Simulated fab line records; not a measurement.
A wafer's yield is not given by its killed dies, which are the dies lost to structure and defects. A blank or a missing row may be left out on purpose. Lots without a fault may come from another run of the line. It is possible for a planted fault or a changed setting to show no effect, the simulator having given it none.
Matching of chambers / flow n5 finfet / rie diel-02 running N5_BEOL_M10_VIA_ETCH_34: 4 sister chambers
The step etches SiCOH lowk in C4F6/O2, target depth 184.5 nm, time 69.2 s. 22 wafers are shown with their chamber, then 11 later ones without.

## EACH WAFER AND ITS CHAMBER
wafer=L074.1; chamber=2; drypump motor current A (A)=4.8; showerhead plenum p Torr (Torr)=2.89; throttle valve pct (%)=20.60
wafer=L074.3; chamber=1; drypump motor current A (A)=5.7; showerhead plenum p Torr (Torr)=2.68; throttle valve pct (%)=20.61
wafer=L074.6; chamber=1; drypump motor current A (A)=5.7; showerhead plenum p Torr (Torr)=2.68; throttle valve pct (%)=20.61
wafer=L077.2; chamber=0; drypump motor current A (A)=5.9; showerhead plenum p Torr (Torr)=2.92; throttle valve pct (%)=20.85
wafer=L077.3; chamber=1; drypump motor current A (A)=5.7; showerhead plenum p Torr (Torr)=2.68; throttle valve pct (%)=20.61
wafer=L077.6; chamber=3; drypump motor current A (A)=5.2; showerhead plenum p Torr (Torr)=2.77; throttle valve pct (%)=21.06
wafer=L076.4; chamber=3; drypump motor current A (A)=5.2; showerhead plenum p Torr (Torr)=2.77; throttle valve pct (%)=21.06
wafer=L076.5; chamber=1; drypump motor current A (A)=5.7; showerhead plenum p Torr (Torr)=2.68; throttle valve pct (%)=20.61
wafer=L076.6; chamber=0; drypump motor current A (A)=5.9; showerhead plenum p Torr (Torr)=2.92; throttle valve pct (%)=20.85
wafer=L081.2; chamber=2; drypump motor current A (A)=4.9; showerhead plenum p Torr (Torr)=2.89; throttle valve pct (%)=20.63
wafer=L081.3; chamber=1; drypump motor current A (A)=5.7; showerhead plenum p Torr (Torr)=2.68; throttle valve pct (%)=20.61
wafer=L081.6; chamber=2; drypump motor current A (A)=4.8; showerhead plenum p Torr (Torr)=2.89; throttle valve pct (%)=20.63
wafer=L080.3; chamber=3; drypump motor current A (A)=5.2; showerhead plenum p Torr (Torr)=2.77; throttle valve pct (%)=21.09
wafer=L080.4; chamber=2; drypump motor current A (A)=4.8; showerhead plenum p Torr (Torr)=2.88; throttle valve pct (%)=20.64
wafer=L080.5; chamber=3; drypump motor current A (A)=5.2; showerhead plenum p Torr (Torr)=2.77; throttle valve pct (%)=21.07
wafer=L082.3; chamber=1; drypump motor current A (A)=5.7; showerhead plenum p Torr (Torr)=2.68; throttle valve pct (%)=20.64
wafer=L082.5; chamber=2; drypump motor current A (A)=4.8; showerhead plenum p Torr (Torr)=2.88; throttle valve pct (%)=20.63
wafer=L082.6; chamber=3; drypump motor current A (A)=5.2; showerhead plenum p Torr (Torr)=2.77; throttle valve pct (%)=21.08
wafer=L083.2; chamber=1; drypump motor current A (A)=5.7; showerhead plenum p Torr (Torr)=2.67; throttle valve pct (%)=20.66
wafer=L083.3; chamber=2; drypump motor current A (A)=4.8; showerhead plenum p Torr (Torr)=2.88; throttle valve pct (%)=20.64
wafer=L083.5; chamber=3; drypump motor current A (A)=5.2; showerhead plenum p Torr (Torr)=2.77; throttle valve pct (%)=21.09
wafer=L088.4; chamber=2; drypump motor current A (A)=4.8; showerhead plenum p Torr (Torr)=2.88; throttle valve pct (%)=20.65

SIGNATURES, as means of the wafers listed above
reading=drypump motor current A; chamber 0=5.900; chamber 1=5.700; chamber 2=4.814; chamber 3=5.200; scatter within a chamber=0.0218
reading=showerhead plenum p Torr; chamber 0=2.9200; chamber 1=2.6786; chamber 2=2.8843; chamber 3=2.7700; scatter within a chamber=0.00378
reading=throttle valve pct; chamber 0=20.8500; chamber 1=20.6214; chamber 2=20.6314; chamber 3=21.0750; scatter within a chamber=0.0165
Rule: for each reading, subtract the chamber's mean from the wafer's reading, divide by that reading's scatter and square the result; add these up over the readings and take the root, which gives the wafer's distance from the chamber. If the next closest chamber is less than 2 further off than the closest, the wafer can't be placed; otherwise it belongs to the closest. How the scatter is found: for the shown wafers, subtract from each reading the mean of its chamber, square and add these, divide the total by (wafers less chambers), then take the root.

## WAFERS WITHOUT THEIR CHAMBER
wafer=L088.5; drypump motor current A (A)=5.9; showerhead plenum p Torr (Torr)=2.92; throttle valve pct (%)=20.69
wafer=L088.6; drypump motor current A (A)=5.2; showerhead plenum p Torr (Torr)=2.76; throttle valve pct (%)=21.11
wafer=L089.1; drypump motor current A (A)=4.8; showerhead plenum p Torr (Torr)=2.87; throttle valve pct (%)=20.68
wafer=L089.3; drypump motor current A (A)=5.9; showerhead plenum p Torr (Torr)=2.92; throttle valve pct (%)=20.68
wafer=L089.5; drypump motor current A (A)=5.9; showerhead plenum p Torr (Torr)=2.92; throttle valve pct (%)=20.68
wafer=L092.1; drypump motor current A (A)=5.9; showerhead plenum p Torr (Torr)=2.92; throttle valve pct (%)=20.68
wafer=L092.2; drypump motor current A (A)=5.2; showerhead plenum p Torr (Torr)=2.76; throttle valve pct (%)=21.12
wafer=L092.3; drypump motor current A (A)=4.8; showerhead plenum p Torr (Torr)=2.87; throttle valve pct (%)=20.66
wafer=L096.2; drypump motor current A (A)=4.8; showerhead plenum p Torr (Torr)=2.87; throttle valve pct (%)=20.68
wafer=L096.4; drypump motor current A (A)=5.9; showerhead plenum p Torr (Torr)=2.91; throttle valve pct (%)=20.71
wafer=L096.5; drypump motor current A (A)=4.8; showerhead plenum p Torr (Torr)=2.87; throttle valve pct (%)=20.71

## WHICH CHAMBER EACH ONE RAN IN
wafer=L088.5; from the rows above=0; in truth=0
wafer=L088.6; from the rows above=3; in truth=3
wafer=L089.1; from the rows above=2; in truth=2
wafer=L089.3; from the rows above=0; in truth=0
wafer=L089.5; from the rows above=0; in truth=0
wafer=L092.1; from the rows above=0; in truth=0
wafer=L092.2; from the rows above=3; in truth=3
wafer=L092.3; from the rows above=2; in truth=2
wafer=L096.2; from the rows above=2; in truth=2
wafer=L096.4; from the rows above=0; in truth=0
wafer=L096.5; from the rows above=2; in truth=2
11 of 11 placed correctly. Not placeable from these rows: 0. Placed wrongly: 0.
